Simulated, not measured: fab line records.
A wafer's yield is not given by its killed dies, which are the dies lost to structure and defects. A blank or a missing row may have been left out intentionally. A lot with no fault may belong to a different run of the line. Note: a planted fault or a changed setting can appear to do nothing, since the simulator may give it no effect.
fab line records	flow n5Finfet
record: lots: 24	wafers: 72	lastDay: 20
route steps=1938 shown BEOL_M5@1182 BEOL_M6@1196
lots that met no fault: taken from a fault-free run of the same line
startH: hours from the record's opening day to when the first of the lot's shown wafers began	waitH: hours from the lot's prior step to this one	" unchanged from the row above	L1.1+2: several wafers, shown together as one row	- no value, or no start was given	* or withheld: withheld	< > ~ a bound
route shown NAME@n: names a module that has steps shown in the file, with the first one's number in the route	usual: mean/standard deviation taken from wafers without a fault	same: alike in all rows	chamber/n: place in a boat	sites: per-site readings	_std_site: their standard deviation	_edge_site: the outer-site mean with the inner-site mean subtracted	radiusMm: how far each site lies from the wafer's centre	mask NAME#n: copy n	behind: tool/chamber where the wafer was last shaped	hold: the reason the lot was held/the length of the hold in hours/how it ended	device: names the non-switching transistor (n, p or np)	end of line: the tests these same wafers got at the end of their route	a step without rows: its recipe alone	killed: dies lost to structure and defects at the first sort, not the wafer's yield	map: shows each die of a wafer: x if killed, . if not, _ if none is there
set.NAME: the setting the step ran with; set.NAME@STEP: the setting that earlier step ran with	model.NAME: the simulator's own value behind a step, which no gauge read
one table for each step of the route and one row for each wafer, over a sample of lots
services: from which hour (startH, from the record's first day; less than 0 if before it) a tool's chamber was out of use, for how many hours, and why
== steps ==
step: N5_BEOL_M5_ANNEAL_89
recipe: tempC: 400	timeS: 1800	ambient: vacuum
usual: heaterPowerW: 822/50	susceptor_temp_C_max: 401.0/0.51
lot.wafer	tool	chamber	startH	waitH	heaterPowerW	susceptor_temp_C_max
L074.1	pvdSputter-01	-	204.68	0.0	849	400.3
L074.4	"	-	"	"	859	400.7
L074.6	"	-	"	"	823	400.8
L076.2	pvdSputter-02	-	215.37	0.0	819	401.7
L076.3	"	-	"	"	873	400.6
L076.5	"	-	"	"	883	400.4
L075.1	pvdSputter-03	-	216.45	0.0	747	400.9
L075.4	"	-	"	"	786	401.1
L075.5	"	-	"	"	817	401.4
L079.4	pvdSputter-01	-	233.99	0.0	851	400.9
L079.5	"	-	"	"	852	400.6
L079.6	"	-	"	"	807	401.1
L077.1	pvdSputter-03	-	234.64	0.0	758	401.1
L077.4	"	-	"	"	797	400.9
L077.5	"	-	"	"	855	400.6
L078.1	pvdSputter-03	-	240.23	0.0	818	401.1
L078.4	"	-	"	"	815	401.3
L078.6	"	-	"	"	728	401.2
L081.1	pvdSputter-01	-	240.46	0.0	868	400.6
L081.4	"	-	"	"	732	401.3
L081.5	"	-	"	"	794	400.6
L080.2	pvdSputter-02	-	246.27	0.0	893	400.2
L080.3	"	-	"	"	803	401.3
L080.6	"	-	"	"	858	400.3
L083.1	pvdSputter-03	-	258.48	0.0	863	400.6
L083.4	"	-	"	"	779	401.7
L083.6	"	-	"	"	791	401.0
L082.1	pvdSputter-03	-	266.20	0.0	835	401.4
L082.5	"	-	"	"	746	401.7
L082.6	"	-	"	"	816	401.4
L084.2	pvdSputter-03	-	273.30	0.0	868	400.1
L084.3	"	-	"	"	786	400.6
L084.5	"	-	"	"	749	401.1
L085.3	pvdSputter-01	-	281.36	0.0	835	400.8
L085.4	"	-	"	"	722	401.0
L085.5	"	-	"	"	785	400.7
L086.1	pvdSputter-02	-	281.81	0.0	886	400.8
L086.4	"	-	"	"	866	400.4
L086.5	"	-	"	"	861	402.6
L087.4	pvdSputter-03	-	288.99	0.0	753	401.3
L087.5	"	-	"	"	803	401.0
L087.6	"	-	"	"	870	400.5
L089.3	pvdSputter-02	-	289.21	0.0	803	401.6
L089.4	"	-	"	"	890	400.4
L089.6	"	-	"	"	864	401.8
L088.1	pvdSputter-02	-	306.73	0.0	861	400.4
L088.4	"	-	"	"	793	401.8
L088.6	"	-	"	"	880	400.5
L090.1	pvdSputter-03	-	309.71	0.0	828	401.2
L090.5	"	-	"	"	817	401.2
L090.6	"	-	"	"	739	401.1
L091.2	pvdSputter-01	-	309.90	0.0	823	401.0
L091.3	"	-	"	"	705	400.6
L091.4	"	-	"	"	857	400.5
L092.2	pvdSputter-03	-	316.90	0.0	810	401.4
L092.4	"	-	"	"	886	400.7
L092.5	"	-	"	"	754	401.1
L093.2	pvdSputter-01	-	319.34	0.0	730	401.3
L093.3	"	-	"	"	844	401.0
L093.4	"	-	"	"	779	400.6
L094.2	pvdSputter-03	-	329.45	0.0	796	400.7
L094.4	"	-	"	"	762	400.4
L094.5	"	-	"	"	801	400.8
L095.1	pvdSputter-03	-	349.96	0.0	744	400.7
L095.3	"	-	"	"	886	400.7
L095.6	"	-	"	"	742	400.9
L096.2	pvdSputter-02	-	355.86	0.0	863	400.3
L096.4	"	-	"	"	873	400.8
L096.6	"	-	"	"	892	402.7
L097.1	pvdSputter-02	-	360.92	0.0	905	400.6
L097.2	"	-	"	"	867	401.8
L097.5	"	-	"	"	797	401.3
step: N5_BEOL_M5_ANNEAL_51
recipe: tempC: 225	timeS: 90	ambient: N2
usual: wafer_temp_C_max: 225.72/0.2
lot.wafer	tool	chamber	startH	waitH	wafer_temp_C_max
L074.1	rtpAnneal-02	0	205.89	0.1	225.85
L074.4	"	0	"	"	225.77
L074.6	"	0	"	"	226.00
L076.2	rtpAnneal-02	0	216.62	0.1	225.48
L076.3	"	0	"	"	225.61
L076.5	"	0	"	"	225.56
L075.1	rtpAnneal-01	0	217.66	0.1	225.96
L075.4	"	0	"	"	225.83
L075.5	"	0	"	"	225.66
L079.4	rtpAnneal-02	0	235.34	0.2	225.95
L079.5	"	0	"	"	226.04
L079.6	"	0	"	"	225.82
L077.1	rtpAnneal-02	0	236.00	0.2	225.92
L077.4	"	0	"	"	225.63
L077.5	"	0	"	"	225.71
L078.1	rtpAnneal-01	0	241.44	0.1	225.57
L078.4	"	0	"	"	225.61
L078.6	"	0	"	"	225.68
L081.1	rtpAnneal-02	0	241.67	0.1	225.89
L081.4	"	0	"	"	225.81
L081.5	"	0	"	"	225.54
L080.2	rtpAnneal-01	0	247.52	0.1	226.15
L080.3	"	0	"	"	225.54
L080.6	"	0	"	"	225.64
L083.1	rtpAnneal-01	0	259.69	0.1	225.53
L083.4	"	0	"	"	225.68
L083.6	"	0	"	"	225.72
L082.1	rtpAnneal-01	0	267.43	0.1	225.61
L082.5	"	0	"	"	226.01
L082.6	"	0	"	"	225.60
L084.2	rtpAnneal-02	0	274.55	0.1	225.44
L084.3	"	0	"	"	225.77
L084.5	"	0	"	"	225.72
L085.3	rtpAnneal-02	0	282.66	0.1	225.81
L085.4	"	0	"	"	225.63
L085.5	"	0	"	"	225.60
L086.1	rtpAnneal-02	0	283.29	0.3	225.57
L086.4	"	0	"	"	225.99
L086.5	"	0	"	"	225.73
L087.4	rtpAnneal-02	0	290.34	0.2	225.36
L087.5	"	0	"	"	225.77
L087.6	"	0	"	"	225.52
L089.3	rtpAnneal-02	0	290.56	0.2	225.67
L089.4	"	0	"	"	225.79
L089.6	"	0	"	"	225.99
L088.1	rtpAnneal-02	0	307.94	0.1	225.66
L088.4	"	0	"	"	225.90
L088.6	"	0	"	"	225.75
L090.1	rtpAnneal-01	0	310.92	0.1	226.05
L090.5	"	0	"	"	226.05
L090.6	"	0	"	"	226.08
L091.2	rtpAnneal-02	0	311.34	0.3	225.85
L091.3	"	0	"	"	225.94
L091.4	"	0	"	"	226.26
L092.2	rtpAnneal-01	0	318.15	0.1	225.49
L092.4	"	0	"	"	225.85
L092.5	"	0	"	"	225.95
L093.2	rtpAnneal-02	0	320.60	0.1	225.54
L093.3	"	0	"	"	225.34
L093.4	"	0	"	"	225.49
L094.2	rtpAnneal-01	0	330.70	0.1	225.65
L094.4	"	0	"	"	226.15
L094.5	"	0	"	"	225.45
L095.1	rtpAnneal-01	0	351.17	0.1	225.71
L095.3	"	0	"	"	225.54
L095.6	"	0	"	"	225.76
L096.2	rtpAnneal-02	0	357.11	0.1	225.45
L096.4	"	0	"	"	225.54
L096.6	"	0	"	"	225.84
L097.1	rtpAnneal-02	0	362.13	0.1	225.74
L097.2	"	0	"	"	225.56
L097.5	"	0	"	"	225.61
step: N5_BEOL_M5_CMP_52
recipe: stopOn: SiCOH_lowk	tOverpolishS: 6.9	downForcePsi: 1	platenRpm: 50	clearingPlatenDownForcePsi: 1.5	clearingPlatenRpm: 50	postCmpClean: cuAlkaline	targetThkNm: 62	clearingPlatenPadVelocityMS: 0.99484	padVelocityMS: 0.99484
usual: barrierFieldEndpointS: 24.7/0.59	motorCurrentA: 5.9/0.61	overpolishRunS: 6.901/0.0088	timeToEndpointS: 63.0/2.9
lot.wafer	tool	chamber	startH	waitH	barrierFieldEndpointS	motorCurrentA	overpolishRunS	timeToEndpointS
L074.1	cmp-02	0	206.18	0.3	24.5	5.8	6.889	66.7
L074.4	"	2	"	"	25.5	5.9	6.883	66.4
L074.6	"	0	"	"	25.2	5.7	6.902	66.4
L076.2	cmp-01	0	216.88	0.2	24.0	5.6	6.914	62.3
L076.3	"	3	"	"	24.7	5.1	6.910	61.8
L076.5	"	1	"	"	24.0	5.8	6.892	60.6
L075.4	cmp-01	3	217.99	0.2	24.4	5.5	6.916	59.9
L075.1	"	1	"	"	23.6	6.0	6.901	61.5
L075.5	"	2	"	"	24.8	5.0	6.909	62.9
L079.4	cmp-03	0	235.54	0.2	24.1	6.0	6.899	56.1
L079.5	"	3	"	"	24.4	6.8	6.901	58.1
L079.6	"	0	"	"	24.6	5.6	6.902	57.8
L077.1	cmp-03	0	236.35	0.3	23.8	6.2	6.905	60.4
L077.4	"	2	"	"	23.9	5.8	6.899	59.1
L077.5	"	3	"	"	23.5	6.5	6.909	57.8
L078.4	cmp-01	3	241.73	0.1	25.0	5.3	6.889	64.5
L078.1	"	0	"	"	25.5	5.5	6.904	66.0
L078.6	"	3	"	"	25.2	5.4	6.913	62.6
L081.1	cmp-03	3	242.36	0.6	24.2	6.9	6.898	60.4
L081.4	"	0	"	"	24.6	5.8	6.901	61.2
L081.5	"	0	"	"	24.4	5.9	6.915	62.4
L080.3	cmp-01	1	247.88	0.3	24.7	6.0	6.911	63.9
L080.2	"	2	"	"	25.0	4.7	6.911	64.3
L080.6	"	1	"	"	25.3	6.0	6.905	61.8
L083.1	cmp-03	3	260.74	1.0	24.7	6.8	6.897	65.8
L083.4	"	0	"	"	25.6	6.0	6.894	65.2
L083.6	"	1	"	"	25.6	6.8	6.892	63.4
L082.1	cmp-01	0	270.18	2.7	24.5	5.6	6.889	64.4
L082.5	"	2	"	"	25.4	5.0	6.907	68.1
L082.6	"	3	"	"	25.1	5.4	6.907	65.3
L084.2	cmp-01	1	274.98	0.4	24.6	5.8	6.897	66.2
L084.3	"	2	"	"	24.7	4.8	6.906	67.2
L084.5	"	1	"	"	24.8	5.9	6.901	62.6
L085.3	cmp-03	0	282.87	0.2	25.0	6.1	6.911	62.5
L085.4	"	2	"	"	25.4	5.8	6.889	60.3
L085.5	"	0	"	"	24.4	6.0	6.899	57.7
L086.1	cmp-01	0	285.23	1.9	24.5	5.7	6.888	66.7
L086.4	"	1	"	"	24.4	6.0	6.896	65.3
L086.5	"	3	"	"	24.6	5.2	6.905	65.5
L089.3	cmp-02	2	291.32	0.7	23.7	5.8	6.898	58.6
L089.4	"	3	"	"	24.2	6.6	6.906	60.5
L089.6	"	2	"	"	23.9	5.8	6.900	60.6
L087.4	cmp-03	2	291.33	0.9	24.9	5.8	6.916	61.0
L087.5	"	3	"	"	24.5	6.9	6.894	63.7
L087.6	"	0	"	"	24.9	5.8	6.910	60.8
L088.4	cmp-02	1	308.28	0.2	24.7	7.1	6.903	64.0
L088.1	"	3	"	"	25.5	6.5	6.893	69.0
L088.6	"	1	"	"	24.5	7.5	6.909	61.6
L090.1	cmp-01	2	311.25	0.3	26.4	4.8	6.903	66.2
L090.6	"	1	"	"	25.5	6.2	6.898	62.5
L090.5	"	2	"	"	26.0	5.0	6.895	63.3
L091.4	cmp-02	0	311.63	0.2	25.1	5.7	6.901	64.0
L091.3	"	1	"	"	25.4	7.1	6.894	65.7
L091.2	"	2	"	"	24.8	5.7	6.901	67.1
L092.4	cmp-01	3	318.40	0.1	25.6	5.7	6.890	65.8
L092.2	"	2	"	"	24.8	5.3	6.885	67.3
L092.5	"	3	"	"	25.3	5.4	6.915	66.6
L093.2	cmp-02	2	320.85	0.2	24.2	5.9	6.894	65.0
L093.3	"	0	"	"	25.1	5.5	6.890	68.7
L093.4	"	1	"	"	24.9	7.0	6.887	64.9
L094.2	cmp-02	2	330.99	0.2	25.6	5.7	6.901	65.5
L094.4	"	3	"	"	24.8	6.1	6.893	63.4
L094.5	"	2	"	"	25.8	5.7	6.887	64.0
L095.3	cmp-02	0	352.35	0.6	24.2	5.6	6.904	60.6
L095.1	"	1	"	"	24.2	6.9	6.890	61.0
L095.6	"	3	"	"	24.4	6.5	6.893	63.0
L096.2	cmp-01	0	357.40	0.2	25.1	5.4	6.897	63.8
L096.4	"	1	"	"	24.4	6.2	6.897	63.0
L096.6	"	0	"	"	25.0	5.5	6.902	64.9
L097.1	cmp-02	1	362.47	0.3	24.5	6.7	6.912	60.6
L097.2	"	2	"	"	24.3	5.8	6.914	62.0
L097.5	"	1	"	"	24.8	7.2	6.902	60.1
step: N5_BEOL_M6_THK_MEAS_01
recipe: reads: SiCOH_lowk_of_BEOL_M6_ILD_DEP_00
usual: M6_ILD_THK: 155.1/1.9
lot.wafer	tool	chamber	startH	waitH	M6_ILD_THK[nm]
L074.1	filmMetro-01	-	207.39	0.4	153.9
L074.4	"	-	"	"	154.2
L074.6	"	-	"	"	155.1
L076.2	filmMetro-02	-	218.12	0.4	154.0
L076.3	"	-	"	"	156.1
L076.5	"	-	"	"	156.2
L075.1	filmMetro-02	-	219.15	0.4	153.5
L075.4	"	-	"	"	155.5
L075.5	"	-	"	"	156.2
L079.4	filmMetro-01	-	236.70	0.2	159.0
L079.5	"	-	"	"	157.2
L079.6	"	-	"	"	159.0
L077.1	filmMetro-01	-	237.50	0.4	154.6
L077.4	"	-	"	"	156.3
L077.5	"	-	"	"	156.1
L078.1	filmMetro-02	-	243.41	0.8	155.7
L078.4	"	-	"	"	159.3
L078.6	"	-	"	"	157.4
L081.1	filmMetro-01	-	243.80	0.4	153.6
L081.4	"	-	"	"	157.4
L081.5	"	-	"	"	158.1
L080.2	filmMetro-02	-	249.06	0.4	154.4
L080.3	"	-	"	"	156.5
L080.6	"	-	"	"	156.7
L083.1	filmMetro-02	-	261.87	0.4	155.7
L083.4	"	-	"	"	160.1
L083.6	"	-	"	"	158.2
L082.1	filmMetro-02	-	272.11	0.4	153.4
L082.5	"	-	"	"	155.9
L082.6	"	-	"	"	153.6
L084.2	filmMetro-01	-	278.26	0.4	152.7
L084.3	"	-	"	"	151.6
L084.5	"	-	"	"	156.2
L085.3	filmMetro-01	-	286.75	0.3	155.8
L085.4	"	-	"	"	158.0
L085.5	"	-	"	"	157.3
L086.1	filmMetro-02	-	287.21	0.4	156.4
L086.4	"	-	"	"	157.8
L086.5	"	-	"	"	156.8
L087.4	filmMetro-02	-	292.69	0.2	156.5
L087.5	"	-	"	"	155.8
L087.6	"	-	"	"	155.4
L089.3	filmMetro-01	-	293.18	0.3	154.4
L089.4	"	-	"	"	152.4
L089.6	"	-	"	"	153.5
L088.1	filmMetro-02	-	309.43	0.4	154.3
L088.4	"	-	"	"	153.1
L088.6	"	-	"	"	154.7
L090.1	filmMetro-01	-	312.47	0.4	155.0
L090.5	"	-	"	"	156.8
L090.6	"	-	"	"	156.4
L091.2	filmMetro-01	-	312.91	0.4	152.7
L091.3	"	-	"	"	153.4
L091.4	"	-	"	"	155.5
L092.2	filmMetro-01	-	320.10	0.7	152.0
L092.4	"	-	"	"	155.1
L092.5	"	-	"	"	157.2
L093.2	filmMetro-01	-	322.07	0.4	151.9
L093.3	"	-	"	"	153.6
L093.4	"	-	"	"	155.8
L094.2	filmMetro-02	-	332.15	0.4	153.1
L094.4	"	-	"	"	156.0
L094.5	"	-	"	"	156.3
L095.1	filmMetro-01	-	353.53	0.4	156.5
L095.3	"	-	"	"	155.3
L095.6	"	-	"	"	156.4
L096.2	filmMetro-01	-	358.56	0.4	152.6
L096.4	"	-	"	"	151.9
L096.6	"	-	"	"	154.2
L097.1	filmMetro-02	-	363.63	0.4	154.8
L097.2	"	-	"	"	155.1
L097.5	"	-	"	"	155.8
step: N5_BEOL_M6_HM_DEP_02
recipe: material: TiN	targetThkA: 200	tempC: 25	chamberPressurePa: 0.49996
usual: throttleValvePct: 30.6/0.65
lot.wafer	tool	chamber	startH	waitH	throttleValvePct
L074.1	pvdSputter-01	-	209.66	2.2	31.3
L074.4	"	-	"	"	30.8
L074.6	"	-	"	"	30.9
L076.2	pvdSputter-01	-	218.44	0.3	31.7
L076.3	"	-	"	"	30.0
L076.5	"	-	"	"	31.4
L075.1	pvdSputter-02	-	219.30	0.1	31.0
L075.4	"	-	"	"	29.8
L075.5	"	-	"	"	29.9
L079.4	pvdSputter-02	-	240.71	3.9	29.9
L079.5	"	-	"	"	31.1
L079.6	"	-	"	"	30.0
L077.1	pvdSputter-02	-	240.91	3.3	31.1
L077.4	"	-	"	"	30.0
L077.5	"	-	"	"	30.1
L078.1	pvdSputter-01	-	244.43	1.0	31.5
L078.4	"	-	"	"	30.8
L078.6	"	-	"	"	30.2
L081.1	pvdSputter-01	-	244.53	0.7	31.5
L081.4	"	-	"	"	31.4
L081.5	"	-	"	"	30.9
L080.2	pvdSputter-03	-	250.03	0.9	30.7
L080.3	"	-	"	"	30.2
L080.6	"	-	"	"	29.4
L083.1	pvdSputter-01	-	264.79	2.9	31.7
L083.4	"	-	"	"	31.1
L083.6	"	-	"	"	31.1
L082.1	pvdSputter-01	-	274.50	2.3	30.3
L082.5	"	-	"	"	30.1
L082.6	"	-	"	"	31.1
L084.2	pvdSputter-03	-	279.41	1.1	29.5
L084.3	"	-	"	"	30.1
L084.5	"	-	"	"	30.5
L085.3	pvdSputter-03	-	290.28	3.5	30.3
L085.4	"	-	"	"	29.7
L085.5	"	-	"	"	30.2
L086.1	pvdSputter-02	-	290.39	3.1	29.9
L086.4	"	-	"	"	29.9
L086.5	"	-	"	"	31.4
L087.4	pvdSputter-01	-	294.35	1.6	30.8
L087.5	"	-	"	"	30.4
L087.6	"	-	"	"	30.8
L089.3	pvdSputter-01	-	294.55	1.3	30.3
L089.4	"	-	"	"	30.8
L089.6	"	-	"	"	31.2
L088.1	pvdSputter-02	-	310.58	1.1	29.8
L088.4	"	-	"	"	29.9
L088.6	"	-	"	"	30.1
L090.1	pvdSputter-02	-	314.46	1.9	29.8
L090.5	"	-	"	"	30.5
L090.6	"	-	"	"	30.2
L091.2	pvdSputter-02	-	314.56	1.6	29.8
L091.3	"	-	"	"	30.9
L091.4	"	-	"	"	30.3
L092.2	pvdSputter-01	-	322.27	2.1	31.8
L092.4	"	-	"	"	31.0
L092.5	"	-	"	"	30.9
L093.2	pvdSputter-01	-	322.57	0.4	31.5
L093.3	"	-	"	"	30.2
L093.4	"	-	"	"	31.1
L094.2	pvdSputter-03	-	332.97	0.8	29.7
L094.4	"	-	"	"	30.9
L094.5	"	-	"	"	29.3
L095.1	pvdSputter-03	-	355.87	2.3	30.2
L095.3	"	-	"	"	29.6
L095.6	"	-	"	"	30.4
L096.2	pvdSputter-03	-	359.93	1.3	29.3
L096.4	"	-	"	"	30.3
L096.6	"	-	"	"	30.7
L097.1	pvdSputter-03	-	364.45	0.8	30.7
L097.2	"	-	"	"	29.4
L097.5	"	-	"	"	30.8
step: N5_BEOL_M6_INSPECT_30
recipe: mode: adi	inspectInstrument: brightfield
usual: rawDefectCount: 399/88
lot.wafer	tool	chamber	startH	waitH	rawDefectCount
L074.1	defectInspect-02	-	211.38	0.1	387
L074.4	"	-	"	"	444
L074.6	"	-	"	"	390
L076.2	defectInspect-01	-	222.38	0.0	397
L076.3	"	-	"	"	330
L076.5	"	-	"	"	405
L075.1	defectInspect-02	-	222.43	0.1	339
L075.4	"	-	"	"	380
L075.5	"	-	"	"	446
L079.4	defectInspect-01	-	244.22	0.0	364
L079.5	"	-	"	"	538
L079.6	"	-	"	"	459
L077.1	defectInspect-02	-	244.26	0.1	251
L077.4	"	-	"	"	353
L077.5	"	-	"	"	238
L078.1	defectInspect-01	-	245.87	0.1	448
L078.4	"	-	"	"	354
L078.6	"	-	"	"	401
L081.1	defectInspect-02	-	246.11	0.1	496
L081.4	"	-	"	"	669
L081.5	"	-	"	"	432
L080.2	defectInspect-01	-	251.75	0.0	387
L080.3	"	-	"	"	372
L080.6	"	-	"	"	462
L083.1	defectInspect-02	-	267.38	0.1	379
L083.4	"	-	"	"	416
L083.6	"	-	"	"	307
L082.1	defectInspect-01	-	279.12	0.1	379
L082.5	"	-	"	"	367
L082.6	"	-	"	"	385
L084.2	defectInspect-02	-	281.99	0.0	381
L084.3	"	-	"	"	292
L084.5	"	-	"	"	236
L085.3	defectInspect-02	-	291.89	0.1	464
L085.4	"	-	"	"	510
L085.5	"	-	"	"	493
L086.1	defectInspect-01	-	293.56	0.1	519
L086.4	"	-	"	"	503
L086.5	"	-	"	"	465
L087.4	defectInspect-02	-	298.49	0.0	204
L087.5	"	-	"	"	352
L087.6	"	-	"	"	321
L089.3	defectInspect-02	-	298.53	0.0	385
L089.4	"	-	"	"	554
L089.6	"	-	"	"	524
L088.1	defectInspect-02	-	313.68	0.1	446
L088.4	"	-	"	"	484
L088.6	"	-	"	"	471
L090.1	defectInspect-01	-	316.46	0.1	372
L090.5	"	-	"	"	485
L090.6	"	-	"	"	390
L091.2	defectInspect-01	-	317.15	0.0	311
L091.3	"	-	"	"	399
L091.4	"	-	"	"	323
L092.2	defectInspect-02	-	323.77	0.0	389
L092.4	"	-	"	"	343
L092.5	"	-	"	"	478
L093.2	defectInspect-01	-	325.10	0.0	318
L093.3	"	-	"	"	185
L093.4	"	-	"	"	492
L094.2	defectInspect-02	-	335.91	0.1	311
L094.4	"	-	"	"	355
L094.5	"	-	"	"	265
L095.1	defectInspect-02	-	360.06	0.1	428
L095.3	"	-	"	"	365
L095.6	"	-	"	"	347
L096.2	defectInspect-02	-	361.90	0.0	389
L096.4	"	-	"	"	413
L096.6	"	-	"	"	362
L097.1	defectInspect-02	-	366.96	0.1	451
L097.2	"	-	"	"	450
L097.5	"	-	"	"	480
== services ==
tool	chamber	startH	hours	kind
cmp-03	-	188.76	1.9	repair
cmp-01	-	240.51	0.3	repair
cmp-03	-	246.69	4.0	pm
cmp-03	-	250.69	-	consumableReplace:conditioner
cmp-03	-	250.69	-	consumableReplace:pad
cmp-02	-	255.37	4.0	pm
cmp-01	-	265.45	0.5	repair
cmp-03	-	273.77	4.5	pm
cmp-03	-	292.87	4.8	pm
pvdSputter-02	-	295.39	5.2	repair
cmp-03	-	333.31	1.5	repair
cmp-02	-	335.62	5.2	pm
cmp-03	-	341.65	1.3	repair
cmp-03	-	356.61	1.8	repair
== key ==
fault none
